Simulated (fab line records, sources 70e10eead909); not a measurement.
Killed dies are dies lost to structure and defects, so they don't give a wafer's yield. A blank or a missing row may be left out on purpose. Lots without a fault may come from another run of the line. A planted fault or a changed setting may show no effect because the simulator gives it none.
A struck lot beside a sound one | flow nand_harc | 13 steps out of a route of 1159
Sound: wafers L113.3, L113.4, L113.5. Struck: wafers L123.3, L123.5. (L123.6 of the same lot was not struck and is left out.) The cause comes at the end.
At each step with rows: each side's tool, then ch and its chambers, then its first start. Under that, the readings that differ: sound wafers | struck wafers | difference of the means | sigmas: that difference in standard deviations of wafers without a fault.
alike: readings whose means differ by less than 2 such deviations, and words and numbers that are the same on both sides. not compared: withheld readings, readings that some wafer has no value for, bounds like >300 that may hide the same value, and numbers for which the record gives no deviation and whose values overlap.
The two part at a step that has a row with sigmas, a row that says differs or no value, or rows on one side only. Numbers that don't overlap but have no deviation are shown without sigmas and don't part them. A reading that every wafer of one side lacks parts them only if that side has two wafers or more.

NHARC_A_SOURCE_PLATE_THK_MEAS_09: measures by ellipsometry.
  sound on film_metro-01, day 7 09:51; struck on film_metro-02, day 10 05:18
  alike: thk_nm
then, 3 steps without rows for these wafers: NHARC_A_SOURCE_PLATE_PVD_04 (deposits WSi2, target thk 50 nm); NHARC_A_SOURCE_PLATE_CVD_03 (deposits poly-Si, target thk 200 nm, time 4000 s); NHARC_A_SOURCE_PLATE_ANNEAL_05 (time 1800 s).
NHARC_A_SOURCE_PLATE_THK_MEAS_06: measures by ellipsometry.
  sound on film_metro-02, day 7 23:53; struck on film_metro-01, day 10 18:22
  alike: thk_nm
NHARC_A_SOURCE_PLATE_INSPECT_08:
  sound on defect_inspect-01, day 7 23:57; struck on defect_inspect-01, day 10 18:26
  alike: raw_defect_count
then, 1 step without rows for these wafers: NHARC_A_ONON_D1_DEP_00 (target thk 1000 nm).
NHARC_A_ONON_D1_THK_MEAS_02: measures by ellipsometry.
  sound on film_metro-01, day 8 00:31; struck on film_metro-01, day 10 19:01
  reading     | sound          | struck  | difference | sigmas
  thk_nm (nm) | 1010 1007 1008 | 979 980 | -29        | -2
then, 1 step without rows for these wafers: NHARC_A_ONON_D1_DEP_03 (target thk 1000 nm).
NHARC_A_ONON_D1_THK_MEAS_05: measures by ellipsometry.
  sound on film_metro-01, day 8 01:05; struck on film_metro-01, day 10 19:34
  reading     | sound          | struck  | difference | sigmas
  thk_nm (nm) | 1013 1013 1015 | 992 992 | -22        | -2
NHARC_A_ONON_D1_DEP_06: target thk 1000 nm.
  sound on pecvd_onon-01 ch 0, day 8 01:16; struck on pecvd_onon-01 ch 0, day 10 19:44
NHARC_A_ONON_D1_THK_MEAS_08: measures by ellipsometry.
  sound on film_metro-01, day 8 01:40; struck on film_metro-01, day 10 20:08
  reading     | sound          | struck    | difference | sigmas
  thk_nm (nm) | 1027 1026 1027 | 1069 1070 | +43        | +4
then, 1 step without rows for these wafers: NHARC_A_ONON_D1_DEP_09 (target thk 1000 nm).

WHERE THEY PART
First at NHARC_A_ONON_D1_THK_MEAS_02; last, within this record, at NHARC_A_ONON_D1_THK_MEAS_08.

WHY: what the simulator had put in
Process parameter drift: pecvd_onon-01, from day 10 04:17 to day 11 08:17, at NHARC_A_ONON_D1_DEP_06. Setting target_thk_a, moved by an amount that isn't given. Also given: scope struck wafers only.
